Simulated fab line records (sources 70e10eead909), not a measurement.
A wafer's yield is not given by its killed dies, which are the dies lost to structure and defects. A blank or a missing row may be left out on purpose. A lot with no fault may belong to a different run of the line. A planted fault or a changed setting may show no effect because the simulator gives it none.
A lot that was struck, set against a sound lot + flow nand-harc + 15 out of 1302 route steps
Sound: the wafers L100.2, L100.3, L100.4. Struck: wafers L103.3, L103.4, L103.6. The cause comes at the end.
Per side, at each step with rows, come the tool, then ch with its chambers, and then its first start. Under that, the readings that differ: sound wafers + struck wafers + difference of the means + sigmas: that difference in standard deviations of wafers without a fault.
alike: words and numbers the same on both sides, and readings whose means are apart by under 2 such deviations; not compared: readings that were withheld, readings missing a value for some wafer, numbers with overlapping values and no deviation given by the record, and bounds like >300 which may hide the same value.
The two part at a step that has a row with sigmas, a row that says differs or no value, or rows on one side only. Numbers that don't overlap but have no deviation are shown without sigmas and don't part them. A reading missing from all wafers of one side parts the sides only when that side holds two or more wafers.

NHARC_P_GATE_CD_MEAS_46: target cd 720 nm.
  sound on cd-sem-03 ch 0, day 11 23:23; struck on cd-sem-01 ch 0, day 13 07:54
| reading    | sound             | struck            | difference | sigmas |
|------------|-------------------|-------------------|------------|--------|
| cd-nm (nm) | 722.3 720.3 723.5 | 714.8 715.3 716.5 | -6.5       | -3     |
then, 1 step without rows for these wafers: NHARC_P_GATE_HARDBAKE_47 (time 80 s).
NHARC_P_GATE_DESCUM_48: chemistry O2, time 3 s.
  sound on rie-diel-02 ch 0,1,3, day 11 23:32; struck on rie-diel-02 ch 0,2, day 13 08:04
  alike: drypump-motor-current-A, oes-product-au, rf-vpp-V, showerhead-plenum-p-Torr, throttle-valve-pct
  not compared: rf-hours-counter-h
after that, 1 step had no rows for these wafers: NHARC_P_GATE_IMPLANT_49.
NHARC_P_GATE_STRIP_111: strips in N2/H2, time 250 s.
  sound on plasma-asher-01 ch 0,1, day 11 23:55; struck on plasma-asher-01 ch 0,1, day 13 08:45
  alike: drypump-motor-current-A, heater-power-w
  not compared: rf-hours-counter-h
NHARC_P_GATE_STRIP_75: strips in O2.
  sound on plasma-asher-01 ch 0,1, day 12 00:13; struck on plasma-asher-01 ch 0,1, day 13 08:59
  alike: drypump-motor-current-A, heater-power-w
  not compared: rf-hours-counter-h
then, 6 steps without rows for these wafers: NHARC_P_GATE_STRIP_50 (strips in SPM, time 900 s); NHARC_P_GATE_DEHYDRATE_51 (time 120 s); NHARC_P_GATE_HMDS_52 (time 30 s); NHARC_P_GATE_COAT_53; NHARC_P_GATE_SOFTBAKE_54 (time 95 s); NHARC_P_GATE_EBR_55.
NHARC_P_GATE_EXPOSE_56: exposes mask P PSD, target cd 720 nm.
  sound on krf-scanner-02 ch 0, day 12 00:59; struck on krf-scanner-01 ch 0, day 13 09:44
| reading                        | sound             | struck               | difference | sigmas |
|--------------------------------|-------------------|----------------------|------------|--------|
| model.P_GATE.overlay-x-nm (nm) | 6.084 6.084 6.084 | -73.68 -73.68 -73.68 | -79.76     |        |
  alike: mask
then, 2 steps without rows for these wafers: NHARC_P_GATE_PEB_57 (peb time 85 s); NHARC_END_SORT_01.

== WHERE THEY PART ==
Only at NHARC_P_GATE_CD_MEAS_46, within this record. Later steps at which nothing parts them and some readings are alike: NHARC_P_GATE_DESCUM_48, NHARC_P_GATE_STRIP_111, NHARC_P_GATE_STRIP_75, NHARC_P_GATE_EXPOSE_56.

WHY: what had been put in by the simulator
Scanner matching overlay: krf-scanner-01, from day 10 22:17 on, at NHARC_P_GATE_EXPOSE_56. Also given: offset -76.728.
